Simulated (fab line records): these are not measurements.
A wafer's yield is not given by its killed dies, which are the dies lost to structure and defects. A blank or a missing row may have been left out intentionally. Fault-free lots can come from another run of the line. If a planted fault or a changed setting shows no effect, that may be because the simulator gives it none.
Chamber matching	flow n5-finfet	N5_SDB_CUT_ETCH_26 on rie-si-06 has 4 sister chambers
The step etches Si in HBr/Cl2/O2, target depth 129.6 nm, bt time 20 s, time 51.8 s. 4 wafers are shown with their chamber, then 8 later ones without.

WAFERS, EACH WITH ITS CHAMBER
wafer	chamber	throttle-valve-pct (%)
L081.6	1	37.17
L082.1	3	36.67
L082.4	0	37.68
L088.4	2	37.11

WAFERS MISSING THEIR CHAMBER
wafer	throttle-valve-pct (%)
L088.5	37.11
L088.6	37.10
L089.1	37.67
L089.3	37.12
L089.4	37.09
L097.4	36.67
L097.5	37.10
L097.6	37.10

WHICH CHAMBER EACH WENT THROUGH
wafer	from the rows above	in truth
L088.5	2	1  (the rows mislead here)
L088.6	2	2
L089.1	0	0
L089.3	2	2
L089.4	2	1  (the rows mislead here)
L097.4	3	3
L097.5	2	2
L097.6	2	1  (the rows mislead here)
5 of 8 placed correctly. Left unplaced by these rows: 0. Placed wrongly: 3.
How it was worked out, from the rows above alone: a wafer's distance from a chamber is the root of the sum, over the readings, of the square of ((its reading less the chamber's mean) divided by the reading's scatter). If the next closest chamber is less than 2 further off than the closest, the wafer can't be placed; otherwise it belongs to the closest. For every chamber, the mean is computed from those of its wafers that are shown. The scatter: with one shown wafer a chamber, the root of the mean of the squares of how far each hidden wafer lies from its nearest shown one.
